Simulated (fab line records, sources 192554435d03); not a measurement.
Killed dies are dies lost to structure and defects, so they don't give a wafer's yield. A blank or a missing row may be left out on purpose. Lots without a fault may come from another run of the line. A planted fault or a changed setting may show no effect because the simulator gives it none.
Which tool did it? | flow n5_finfet | 10 lots, 30 wafers sampled, at 5 steps of a route of 1938

WHAT THE GAUGES READ, wafer by wafer
The record holds no reading of a measuring or inspecting step that can be judged against a usual standard deviation.

WHICH TOOL RAN EACH LOT (tool, then ch and the chambers of the sampled wafers, then the start)
lot  | N5_BEOL_M5_ANNEAL_89         | N5_BEOL_M5_PRE_CLEAN_77          | N5_BEOL_M5_DEP_56               | N5_BEOL_M6_PECVD_70             | N5_BEOL_M6_CMP_52
L683 | pvd_sputter-02, day 9 06:38  | cvd_co-02 ch 0,1,2, day 9 08:34  | pecvd-02 ch 0,2, day 9 08:44    | pecvd-01 ch 1,2, day 9 09:58    | cmp-03 ch 0,3, day 9 17:23
L682 | pvd_sputter-02, day 9 11:20  | cvd_co-01 ch 0,1,2, day 9 13:11  | pecvd-04 ch 1,2, day 9 13:20    | pecvd-04 ch 1,2, day 9 14:34    | cmp-04 ch 0,3, day 9 20:56
L685 | pvd_sputter-01, day 10 07:40 | cvd_co-02 ch 0,1, day 10 09:46   | pecvd-04 ch 1,2, day 10 09:55   | pecvd-01 ch 1,2, day 10 10:40   | cmp-03 ch 0,1, day 10 19:13
L687 | pvd_sputter-01, day 10 13:07 | cvd_co-02 ch 1,2, day 10 14:59   | pecvd-04 ch 0,1, day 10 15:08   | pecvd-03 ch 0,2, day 10 16:44   | cmp-03 ch 1,2,3, day 10 22:55
L691 | pvd_sputter-01, day 10 18:52 | cvd_co-02 ch 1,2, day 10 21:14   | pecvd-03 ch 0,1, day 10 21:25   | pecvd-04 ch 0,1,2, day 10 22:30 | cmp-04 ch 0,2,3, day 11 04:18
L690 | pvd_sputter-01, day 12 02:41 | cvd_co-01 ch 1,2, day 12 04:31   | pecvd-04 ch 0,1, day 12 04:40   | pecvd-03 ch 0,1,2, day 12 05:25 | cmp-04 ch 0,2,3, day 12 09:40
L695 | pvd_sputter-01, day 13 00:34 | cvd_co-02 ch 0,1,2, day 13 02:27 | pecvd-02 ch 1,2, day 13 02:36   | pecvd-01 ch 1,2, day 13 03:21   | cmp-02 ch 1,2, day 13 10:13
L699 | pvd_sputter-03, day 13 15:04 | cvd_co-01 ch 0,1,2, day 13 16:59 | pecvd-02 ch 0,1,2, day 13 17:08 | pecvd-04 ch 0,1,2, day 13 17:53 | cmp-02 ch 0,2,3, day 14 01:03
L704 | pvd_sputter-02, day 15 07:29 | cvd_co-02 ch 0,2, day 15 09:19   | pecvd-04 ch 0,1,2, day 15 09:28 | pecvd-03 ch 0,2, day 15 10:14   | cmp-04 ch 0,1,2, day 15 16:27
L705 | pvd_sputter-01, day 15 08:52 | cvd_co-02 ch 0,1,2, day 15 11:29 | pecvd-04 ch 0,1, day 15 11:38   | pecvd-04 ch 0,1,2, day 15 12:24 | cmp-04 ch 0,2, day 15 20:23
- N5_BEOL_M5_ANNEAL_89: time 1800 s.
- N5_BEOL_M5_PRE_CLEAN_77: time 15 s.
- N5_BEOL_M5_DEP_56: deposits SiCN from 3MS/NH3, target thk 8 nm, time 14 s.
- N5_BEOL_M6_PECVD_70: deposits SiO2 from TEOS/O2, target thk 20 nm, time 22.7 s.
- N5_BEOL_M6_CMP_52: polishes, stops on SiCOH lowk, t overpolish 6.9 s, target thk 80 nm.

WHAT THE TOOLS THEMSELVES READ (means of the sampled wafers that have a number; where no wafer has one, the mark that the record gives instead)
N5_BEOL_M5_ANNEAL_89. Usual: heater_power_w 809 W, standard deviation 66.
lot  | tool           | heater_power_w (W) | flag
L683 | pvd_sputter-02 | 799                |
L682 | pvd_sputter-02 | 828                |
L685 | pvd_sputter-01 | 840                |
L687 | pvd_sputter-01 | 796                |
L691 | pvd_sputter-01 | 767                |
L690 | pvd_sputter-01 | 811                |
L695 | pvd_sputter-01 | 799                |
L699 | pvd_sputter-03 | 835                |
L704 | pvd_sputter-02 | 812                |
L705 | pvd_sputter-01 | 801                |

N5_BEOL_M5_PRE_CLEAN_77. Usual: heater_power_w 83 W, standard deviation 9.5.
lot  | tool      | heater_power_w (W) | flag
L683 | cvd_co-02 | 80                 |
L682 | cvd_co-01 | 87                 |
L685 | cvd_co-02 | 70                 |
L687 | cvd_co-02 | 72                 |
L691 | cvd_co-02 | 72                 |
L690 | cvd_co-01 | 89                 |
L695 | cvd_co-02 | 79                 |
L699 | cvd_co-01 | 87                 |
L704 | cvd_co-02 | 88                 |
L705 | cvd_co-02 | 81                 |

N5_BEOL_M5_DEP_56. Usual: showerhead_plenum_p_Torr 3.665 Torr, standard deviation 0.015; throttle_valve_pct 9.1 %, standard deviation 0.46.
lot  | tool     | showerhead_plenum_p_Torr (Torr) | throttle_valve_pct (%) | flag
L683 | pecvd-02 | 3.675                           | 9.1                    |
L682 | pecvd-04 | 3.649                           | 8.5                    |
L685 | pecvd-04 | 3.658                           | 8.8                    |
L687 | pecvd-04 | 3.670                           | 9.0                    |
L691 | pecvd-03 | 3.652                           | 9.6                    |
L690 | pecvd-04 | 3.668                           | 9.0                    |
L695 | pecvd-02 | 3.668                           | 9.2                    |
L699 | pecvd-02 | 3.672                           | 9.1                    |
L704 | pecvd-04 | 3.661                           | 9.0                    |
L705 | pecvd-04 | 3.662                           | 9.0                    |

N5_BEOL_M6_PECVD_70. Usual: heater_power_w 789 W, standard deviation 120; showerhead_plenum_p_Torr 8.78 Torr, standard deviation 0.073; throttle_valve_pct 22.8 %, standard deviation 1.7.
lot  | tool     | heater_power_w (W) | showerhead_plenum_p_Torr (Torr) | throttle_valve_pct (%) | flag
L683 | pecvd-01 | 733                | 8.82                            | 22.0                   |
L682 | pecvd-04 | 721                | 8.72                            | 21.5                   |
L685 | pecvd-01 | 742                | 8.82                            | 22.1                   |
L687 | pecvd-03 | 703                | 8.84                            | 22.3                   |
L691 | pecvd-04 | 723                | 8.77                            | 21.9                   |
L690 | pecvd-03 | 821                | 8.78                            | 23.0                   |
L695 | pecvd-01 | 706                | 8.82                            | 21.9                   |
L699 | pecvd-04 | 776                | 8.79                            | 21.8                   |
L704 | pecvd-03 | 852                | 8.85                            | 23.4                   |
L705 | pecvd-04 | 758                | 8.79                            | 21.9                   |

N5_BEOL_M6_CMP_52. Usual: barrier_field_endpoint_s 28.6 s, standard deviation 0.73; motor_current_A 6.1 A, standard deviation 0.68; overpolish_run_s 6.901 s, standard deviation 0.0097; retaining_ring_pressure_frac 1.000, standard deviation 0.0043; slurry_flow_ml_min 150.1, standard deviation 0.49; time_to_endpoint_s 61 s, standard deviation 3.6.
lot  | tool   | barrier_field_endpoint_s (s) | motor_current_A (A) | overpolish_run_s (s) | retaining_ring_pressure_frac | slurry_flow_ml_min | time_to_endpoint_s (s) | flag
L683 | cmp-03 | 29.2                         | 6.1                 | 6.902                | 1.003                        | 150.1              | 59                     |
L682 | cmp-04 | 28.6                         | 7.1                 | 6.901                | 1.001                        | 150.4              | 60                     |
L685 | cmp-03 | 28.5                         | 6.2                 | 6.901                | 0.996                        | 150.5              | 61                     |
L687 | cmp-03 | 28.0                         | 6.0                 | 6.906                | 1.000                        | 150.3              | 60                     |
L691 | cmp-04 | 28.9                         | 6.3                 | 6.899                | 1.000                        | 150.1              | 63                     |
L690 | cmp-04 | 28.3                         | 6.1                 | 6.895                | 1.002                        | 149.9              | 62                     |
L695 | cmp-02 | 46.6                         | 6.9                 | 0.040                | 0.997                        | 150.0              | 62                     | OFF
L699 | cmp-02 | 46.6                         | 5.9                 | 0.039                | 1.001                        | 149.9              | 57                     | OFF
L704 | cmp-04 | 28.5                         | 5.8                 | 6.900                | 1.004                        | 149.5              | 60                     |
L705 | cmp-04 | 29.1                         | 6.0                 | 6.892                | 1.000                        | 150.0              | 63                     |

THE ANSWER, worked out from the rows above alone
Rule: a lot is off if the mean of its wafers that have a number lies more than 3 standard deviations from the usual mean. A lot without any number at a reading at which 4 lots or more have one is off too. The other lots that the step has rows for count as sound. The gauges are gone through in route order, then the tools' own readings, and for those a lot's mean is taken as printed above. The first step at which some lot is off is used, and at that step the reading that is off furthest; a lot without a number counts as furthest.
Off: L695, L699, at N5_BEOL_M6_CMP_52 (overpolish_run_s).
A tool fits if, at that step or a process step before it, it ran every lot that is off, and no sound lot after the first of them. Can't be told from this: 2 tools fit, pecvd-02 at N5_BEOL_M5_DEP_56, cmp-02 at N5_BEOL_M6_CMP_52.

WHAT THE SIMULATOR HAD PUT IN
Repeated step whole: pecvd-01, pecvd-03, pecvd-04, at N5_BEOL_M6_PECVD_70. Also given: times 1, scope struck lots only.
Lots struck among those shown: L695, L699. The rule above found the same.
